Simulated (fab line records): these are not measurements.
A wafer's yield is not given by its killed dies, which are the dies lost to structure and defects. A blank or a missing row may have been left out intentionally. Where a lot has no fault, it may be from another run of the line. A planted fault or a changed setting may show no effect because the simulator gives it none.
Which tool did it? + flow nand harc + Sampling: 6 lots, 18 wafers, 5 of 1159 route steps

WHAT EACH GAUGE READ, for each wafer
NHARC_END_SORT_01.
lot + measured + on + killed at array

WHICH TOOL RAN EACH LOT (tool, then ch and the chambers of the sampled wafers, then the start)
| lot  | NHARC_A_CONTACT_STRIP_108          | NHARC_THIN_TSV_DESCUM_14           | NHARC_THIN_TSV_CMP_21         | NHARC_THIN_TSV_ETCH_36            |
|------|------------------------------------|------------------------------------|-------------------------------|-----------------------------------|
| L654 | rie diel-03 ch 0,2,3, day 17 07:29 | rie diel-10 ch 0,2,3, day 18 23:29 | cmp-02 ch 0,2, day 19 03:37   | rie metal-01 ch 0,1, day 19 05:47 |
| L656 | rie diel-06 ch 0,1,3, day 17 21:11 | rie diel-10 ch 0,2,3, day 19 14:17 | cmp-04 ch 0,1,2, day 19 18:51 | rie metal-03 ch 0,1, day 19 20:49 |
| L657 | rie diel-03 ch 0,2,3, day 18 02:32 | rie diel-02 ch 0,2,3, day 19 19:24 | cmp-03 ch 1,2,3, day 19 23:58 | rie metal-02 ch 0,1, day 20 02:04 |
| L659 | rie diel-03 ch 0,1, day 19 08:47   | rie diel-07 ch 0,1, day 21 01:19   | cmp-02 ch 0,2,3, day 21 05:28 | rie metal-03 ch 0,1, day 21 07:29 |
| L662 | rie diel-06 ch 0,2,3, day 19 21:07 | rie diel-02 ch 0,3, day 21 06:50   | cmp-03 ch 0,2,3, day 21 11:08 | rie metal-03 ch 0,1, day 21 13:17 |
| L663 | rie diel-03 ch 0,3, day 20 08:22   | rie diel-02 ch 1,2,3, day 21 16:41 | cmp-02 ch 0,2,3, day 21 20:51 | rie metal-02 ch 0,1, day 21 22:59 |
- NHARC_A_CONTACT_STRIP_108: strips in CF4/CHF3.
- NHARC_THIN_TSV_DESCUM_14: chemistry O2, time 3 s.
- NHARC_THIN_TSV_CMP_21: polishes, t overpolish 30 s, target thk 2000 nm.
- NHARC_THIN_TSV_ETCH_36: etches the open film in Cl2/BCl3, target depth 65 nm, time 18.571 s.

THE ANSWER, worked out from the rows above alone
Rule: usual is defined by the lots themselves. Put in order of their means at a reading, lots are off if they are a third of the lots or fewer, leave a main group of 4 or more, and stand apart from it by a gap of 3 or more times the standard deviation of the main group's means; of several such gaps the widest counts. Not used: any main group whose means are identical at the precision the tables above print for the reading. Also off: a lot with no number at a reading for which 4 or more lots have one. Any other lot the step has rows for is counted as sound.
No lot is off at any reading shown: from this, nothing can be told.

WHAT HAD BEEN PUT IN BY THE SIMULATOR
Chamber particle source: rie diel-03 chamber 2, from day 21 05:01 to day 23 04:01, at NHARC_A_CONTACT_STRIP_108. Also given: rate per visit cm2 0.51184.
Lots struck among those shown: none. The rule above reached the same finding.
